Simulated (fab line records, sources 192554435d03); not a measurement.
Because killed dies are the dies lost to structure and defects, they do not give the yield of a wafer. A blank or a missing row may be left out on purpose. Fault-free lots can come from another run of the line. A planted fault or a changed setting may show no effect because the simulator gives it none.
fab line records	flow n5Finfet	part 2 of 2: steps 5 to 6 of 6
record: lots: 19	wafers: 57	lastDay: 18
route steps=1938 shown STI_FIN_REVEAL@187 DUMMY_GATE@234 SD_EPI_P@306
lots that met no fault: taken from a fault-free run of the same line
startH: hours from the record's opening day to when the first of the lot's shown wafers began	waitH: hours since the lot's step before	" the same as in the row above	L1.1+2: a single row standing in for several wafers	- value missing, or start not given	* or withheld: withheld	< > ~ a bound
route shown NAME@n: NAME is a module with steps in the file, n the number in the route of the first one	usual: mean/standard deviation of fault-free wafers	same: alike in all rows	chamber/n: place in a boat	sites: the reading at each site	_std_site: the standard deviation of these	_edge_site: outer sites' mean less inner sites'	radiusMm: for every site, how far away it sits from the centre of the wafer	mask NAME#n: copy n	behind: the last tool/chamber to shape the wafer	hold: why the lot went on hold/how many hours it stayed there/how the hold came to an end	device: transistor that didn't switch, given as n, p or np	end of line: the tests these same wafers got at the end of their route	for a step that has no rows: nothing shown but its recipe	killed: at the first sort, the dies lost to defects and structure; wafer yield is something else	map: shows each die of a wafer: x if killed, . if not, _ if none is there
set.NAME: setting as actually run; set.NAME@STEP: the setting as run at that earlier step	model.NAME: the simulator's own value behind a step, which no gauge read
steps of the route over a sample of lots; a table a step, a row a wafer
services: the hour from which a tool's chamber was out of use, counted from the record's first day as startH (under 0 if before that day), plus the number of hours and why
== steps ==
step: N5_SD_EPI_P_DESCUM_14
recipe: chemistry: O2	timeS: 7.9	sourcePowerW: 50	biasPowerW: 20	pressureMtorr: 20	rfFrequencyHz: 2.712e+07	tempC: 40	resist: CAR-ArF-block	o2FlowSccm: 225
usual: chamberPressureMTorr: 20.000/0.019	drypumpMotorCurrentA: 5.9/0.58	oesProductAu: 0.79/0.096	rfVppV: 243.2/1.3	showerheadPlenumPTorr: 2.09/0.058	throttleValvePct: 20.5/0.33
same: timeS: 7.9
lot.wafer	tool	chamber	startH	waitH	chamberPressureMTorr	drypumpMotorCurrentA	oesProductAu	rfHoursCounterH	rfVppV	showerheadPlenumPTorr	throttleValvePct
L074.1	rieDiel-03	0	60.95	0.0	19.983	5.0	0.92	31	244.1	2.13	19.9
L074.4	"	1	"	"	19.996	5.3	0.78	135	243.3	2.08	20.1
L074.5	"	2	"	"	19.979	5.5	0.72	-	242.2	2.01	20.7
L075.4	rieDiel-03	2	64.92	1.3	20.002	5.5	0.72	187	242.7	2.01	20.7
L075.5	"	2	"	"	20.024	5.5	0.72	-	242.1	2.01	20.7
L075.6	"	3	"	"	19.994	6.2	0.75	-	244.7	2.19	20.4
L076.2	rieDiel-03	3	71.31	0.1	20.025	6.2	0.75	173	244.7	2.18	20.4
L076.3	"	2	"	"	20.002	5.5	0.72	189	242.7	2.01	20.7
L076.4	"	0	"	"	19.983	5.0	0.92	36	243.6	2.13	20.0
L078.1	rieDiel-01	3	79.39	0.0	19.996	6.4	0.94	22	244.8	2.05	20.2
L078.4	"	2	"	"	20.008	6.1	0.67	240	243.0	2.04	20.2
L078.6	"	2	"	"	19.996	6.1	0.68	-	241.9	2.04	20.2
L080.3	rieDiel-01	1	90.96	0.0	20.027	5.2	0.73	177	242.3	2.08	20.7
L080.4	"	3	"	"	19.994	6.4	0.93	26	242.4	2.05	20.2
L080.5	"	2	"	"	19.988	6.1	0.68	-	244.0	2.04	20.2
L081.2	rieDiel-04	3	96.17	0.1	19.983	6.6	0.75	158	241.2	2.02	20.8
L081.3	"	0	"	"	19.995	5.7	0.69	219	244.1	2.15	20.9
L081.5	"	1	"	"	19.991	6.5	0.84	-	244.1	2.11	20.4
L082.3	rieDiel-04	0	102.20	0.0	20.010	5.8	0.68	221	244.2	2.15	20.9
L082.4	"	3	"	"	20.030	6.6	0.73	-	240.9	2.02	20.8
L082.5	"	1	"	"	19.993	6.5	0.82	-	243.3	2.11	20.4
L083.2	rieDiel-01	0	106.97	0.3	20.008	4.8	0.95	19	242.6	2.12	20.1
L083.5	"	1	"	"	19.996	5.2	0.73	-	243.7	2.08	20.7
L083.6	"	0	"	"	20.030	4.8	0.95	-	244.5	2.12	20.1
L084.2	rieDiel-03	1	113.50	0.0	20.005	5.3	0.76	154	243.3	2.07	20.1
L084.3	"	0	"	"	20.022	5.0	0.88	46	244.3	2.13	20.0
L084.6	"	1	"	"	19.956	5.3	0.76	-	243.8	2.07	20.1
L087.1	rieDiel-04	3	131.76	0.1	20.021	6.7	0.73	171	242.4	2.01	20.8
L087.5	"	2	"	"	20.001	5.7	0.94	-	244.4	2.16	20.6
L087.6	"	3	"	"	19.992	6.6	0.73	-	241.5	2.01	20.8
L088.1	rieDiel-03	2	139.09	0.3	20.001	5.5	0.70	211	241.9	2.00	20.8
L088.3	"	3	"	"	20.026	6.3	0.73	190	243.0	2.18	20.4
L088.4	"	2	"	"	19.969	5.5	0.70	-	240.1	2.00	20.8
L089.1	rieDiel-04	0	147.97	0.0	20.021	5.8	0.66	234	245.0	2.14	20.9
L089.4	"	1	"	"	20.014	6.5	0.80	94	243.8	2.11	20.4
L089.5	"	1	"	"	19.984	6.5	0.81	-	241.8	2.11	20.4
L091.2	rieDiel-04	0	157.73	0.0	19.979	5.7	0.67	238	243.4	2.14	21.0
L091.3	"	3	"	"	20.009	6.6	0.72	181	241.6	2.01	20.8
L091.6	"	3	"	"	19.984	6.6	0.72	-	242.0	2.01	20.8
L092.1	rieDiel-01	1	161.84	0.0	20.002	5.2	0.71	202	242.1	2.07	20.8
L092.2	"	2	"	"	20.023	6.1	0.98	9	243.3	2.03	19.8
L092.3	"	0	"	"	20.017	4.7	0.90	38	244.8	2.12	20.2
L093.3	rieDiel-01	2	170.00	0.0	19.997	6.1	0.98	12	242.9	2.03	19.8
L093.4	"	3	"	"	19.967	6.4	0.89	54	240.9	2.04	20.3
L093.6	"	2	"	"	20.023	6.1	0.97	-	244.3	2.03	19.8
L094.1	rieDiel-04	2	174.23	0.0	19.999	5.7	0.91	19	243.3	2.16	20.6
L094.5	"	3	"	"	20.027	6.6	0.72	-	241.4	2.01	20.8
L094.6	"	0	"	"	20.008	5.7	0.67	-	243.6	2.14	21.0
L095.2	rieDiel-04	2	179.96	0.0	20.014	5.7	0.90	21	244.1	2.16	20.6
L095.3	"	1	"	"	19.983	6.5	0.80	105	241.5	2.11	20.5
L095.4	"	0	"	"	19.957	5.7	0.66	245	243.9	2.14	21.0
L096.2	rieDiel-04	1	186.59	0.0	20.009	6.5	0.80	107	242.5	2.11	20.4
L096.4	"	3	"	"	20.008	6.7	0.72	190	241.6	2.01	20.8
L096.6	"	1	"	"	20.003	6.5	0.79	-	244.2	2.11	20.5
L097.3	rieDiel-04	0	191.90	0.0	20.004	5.8	0.66	249	243.5	2.14	21.0
L097.5	"	1	"	"	19.982	6.5	0.79	-	244.2	2.10	20.5
L097.6	"	2	"	"	20.013	5.7	0.89	-	244.4	2.16	20.6
step: N5_SD_EPI_P_ETCH_16
recipe: chemistry: CHF3/O2	target: SiO2	targetDepthA: 50	maskMaterial: SOC	pressureMtorr: 30	sourceW: 650	biasW: 170	Ar_flow_sccm: 200	CHF3_flow_sccm: 50	O2_flow_sccm: 5	ionEnergyEv: 200
usual: O2_flow_sccm: 5.000/0.014	chamberPressureMTorr: 30.001/0.026	drypumpMotorCurrentA: 5.9/0.57	oesProductAu: 0.79/0.094	rfVppV: 531/9.9	showerheadPlenumPTorr: 2.41/0.07	throttleValvePct: 18.98/0.29
lot.wafer	tool	chamber	startH	waitH	O2_flow_sccm	chamberPressureMTorr	drypumpMotorCurrentA	oesProductAu	rfHoursCounterH	rfVppV	showerheadPlenumPTorr	throttleValvePct
L074.1	rieDiel-03	0	61.57	0.1	4.996	29.992	5.0	0.90	32	530	2.45	18.37
L074.4	"	1	"	"	5.004	29.997	5.3	0.79	135	533	2.43	18.78
L074.5	"	2	"	"	5.023	30.039	5.5	0.71	-	536	2.31	19.08
L075.4	rieDiel-03	2	65.54	0.1	4.984	30.011	5.5	0.71	187	536	2.31	19.07
L075.5	"	2	"	"	5.003	30.012	5.5	0.71	-	535	2.31	19.07
L075.6	"	3	"	"	5.005	30.042	6.2	0.74	-	540	2.51	18.90
L076.2	rieDiel-03	3	71.93	0.1	4.988	30.001	6.2	0.74	173	540	2.51	18.89
L076.3	"	2	"	"	4.985	29.989	5.5	0.71	190	535	2.31	19.07
L076.4	"	0	"	"	5.009	30.025	5.0	0.91	36	528	2.45	18.37
L078.1	rieDiel-01	3	80.00	0.1	4.988	30.002	6.4	0.94	22	528	2.38	18.74
L078.4	"	2	"	"	4.990	30.033	6.1	0.68	240	523	2.36	18.79
L078.6	"	2	"	"	5.001	30.036	6.1	0.67	-	523	2.36	18.79
L080.3	rieDiel-01	1	91.58	0.1	5.029	29.991	5.2	0.73	177	512	2.38	19.12
L080.4	"	3	"	"	5.008	29.995	6.4	0.92	26	530	2.38	18.74
L080.5	"	2	"	"	5.010	30.004	6.1	0.67	-	521	2.36	18.79
L081.2	rieDiel-04	3	96.79	0.1	5.003	29.999	6.7	0.75	159	534	2.31	19.14
L081.3	"	0	"	"	4.993	30.008	5.8	0.68	219	523	2.48	19.45
L081.5	"	1	"	"	5.019	30.024	6.6	0.82	-	536	2.45	18.94
L082.3	rieDiel-04	0	102.82	0.1	4.982	30.009	5.8	0.69	221	525	2.48	19.46
L082.4	"	3	"	"	4.998	29.976	6.6	0.75	-	533	2.31	19.16
L082.5	"	1	"	"	4.997	30.050	6.5	0.81	-	537	2.45	18.92
L083.2	rieDiel-01	0	107.59	0.1	5.000	29.984	4.7	0.93	19	517	2.46	18.67
L083.5	"	1	"	"	5.001	30.018	5.2	0.73	-	510	2.38	19.11
L083.6	"	0	"	"	4.980	30.016	4.7	0.94	-	517	2.46	18.67
L084.2	rieDiel-03	1	114.12	0.1	5.003	29.948	5.3	0.78	154	534	2.43	18.82
L084.3	"	0	"	"	4.999	30.040	5.1	0.89	46	529	2.44	18.39
L084.6	"	1	"	"	4.987	30.010	5.3	0.77	-	533	2.43	18.81
L087.1	rieDiel-04	3	132.69	0.1	5.022	30.015	6.6	0.74	172	535	2.30	19.16
L087.5	"	2	"	"	5.001	29.979	5.7	0.94	-	551	2.49	19.01
L087.6	"	3	"	"	5.024	29.994	6.6	0.73	-	532	2.30	19.16
L088.1	rieDiel-03	2	139.70	0.1	4.988	29.972	5.5	0.70	212	533	2.30	19.12
L088.3	"	3	"	"	5.015	29.992	6.2	0.73	190	539	2.50	18.90
L088.4	"	2	"	"	5.005	29.974	5.5	0.69	-	535	2.30	19.12
L089.1	rieDiel-04	0	148.59	0.1	4.989	30.007	5.8	0.67	235	523	2.47	19.46
L089.4	"	1	"	"	4.995	29.978	6.5	0.81	95	536	2.44	18.94
L089.5	"	1	"	"	4.986	29.988	6.5	0.79	-	536	2.44	18.96
L091.2	rieDiel-04	0	158.35	0.1	4.990	30.019	5.7	0.67	239	524	2.47	19.46
L091.3	"	3	"	"	5.018	30.014	6.6	0.72	181	532	2.30	19.16
L091.6	"	3	"	"	5.013	30.061	6.6	0.73	-	533	2.30	19.17
L092.1	rieDiel-01	1	162.46	0.1	5.005	29.970	5.2	0.71	202	511	2.37	19.16
L092.2	"	2	"	"	5.002	30.056	6.1	0.99	10	523	2.35	18.39
L092.3	"	0	"	"	4.979	29.986	4.8	0.90	39	516	2.45	18.71
L093.3	rieDiel-01	2	170.62	0.1	5.018	30.028	6.1	0.98	13	522	2.35	18.41
L093.4	"	3	"	"	5.012	29.971	6.3	0.88	54	530	2.37	18.80
L093.6	"	2	"	"	5.006	30.005	6.1	0.98	-	522	2.35	18.41
L094.1	rieDiel-04	2	174.85	0.1	4.998	30.018	5.7	0.90	19	551	2.48	19.04
L094.5	"	3	"	"	4.997	30.002	6.6	0.73	-	533	2.30	19.17
L094.6	"	0	"	"	5.001	29.990	5.7	0.67	-	522	2.47	19.47
L095.2	rieDiel-04	2	180.58	0.1	4.998	30.052	5.7	0.88	21	552	2.48	19.04
L095.3	"	1	"	"	4.966	30.016	6.5	0.79	105	537	2.44	18.99
L095.4	"	0	"	"	4.978	30.041	5.7	0.66	245	522	2.47	19.49
L096.2	rieDiel-04	1	187.20	0.1	5.007	30.014	6.5	0.79	107	535	2.44	18.96
L096.4	"	3	"	"	4.999	30.003	6.7	0.72	190	533	2.30	19.18
L096.6	"	1	"	"	4.980	29.963	6.5	0.78	-	536	2.44	18.97
L097.3	rieDiel-04	0	192.52	0.1	5.020	29.980	5.7	0.66	249	524	2.47	19.49
L097.5	"	1	"	"	4.984	30.017	6.6	0.79	-	536	2.44	18.96
L097.6	"	2	"	"	4.998	30.019	5.7	0.87	-	550	2.48	19.05
== services ==
tool	chamber	startH	hours	kind
rieDiel-04	2	10.81	5.6	repair
rieDiel-01	0	20.36	-	clean
rieDiel-01	0	20.36	-	consumableReplace:focusRing
rieDiel-01	0	20.36	22.2	scheduledDown
rieDiel-01	0	20.36	22.2	ventCycle
rieDiel-04	-	25.11	0.3	repair
rieDiel-03	2	31.89	9.4	repair
rieDiel-04	-	32.22	14.6	pm
cmp-03	-	39.19	2.5	pm
cmp-01	-	45.08	3.4	repair
rieDiel-01	-	61.20	4.3	pm
rtpAnneal-02	-	62.01	1.5	pm
rieDiel-03	-	63.79	0.7	repair
rieDiel-03	0	86.86	11.8	repair
rieDiel-03	3	95.85	18.6	repair
rieDiel-04	2	97.76	-	clean
rieDiel-04	2	97.76	-	consumableReplace:focusRing
rieDiel-04	2	97.76	20.2	scheduledDown
rieDiel-04	2	97.76	20.2	ventCycle
rieDiel-01	2	107.64	-	clean
rieDiel-04	1	129.49	9.0	repair
rieDiel-04	0	130.52	10.4	repair
cmp-03	-	135.41	4.0	pm
rieDiel-04	1	139.52	4.0	repair
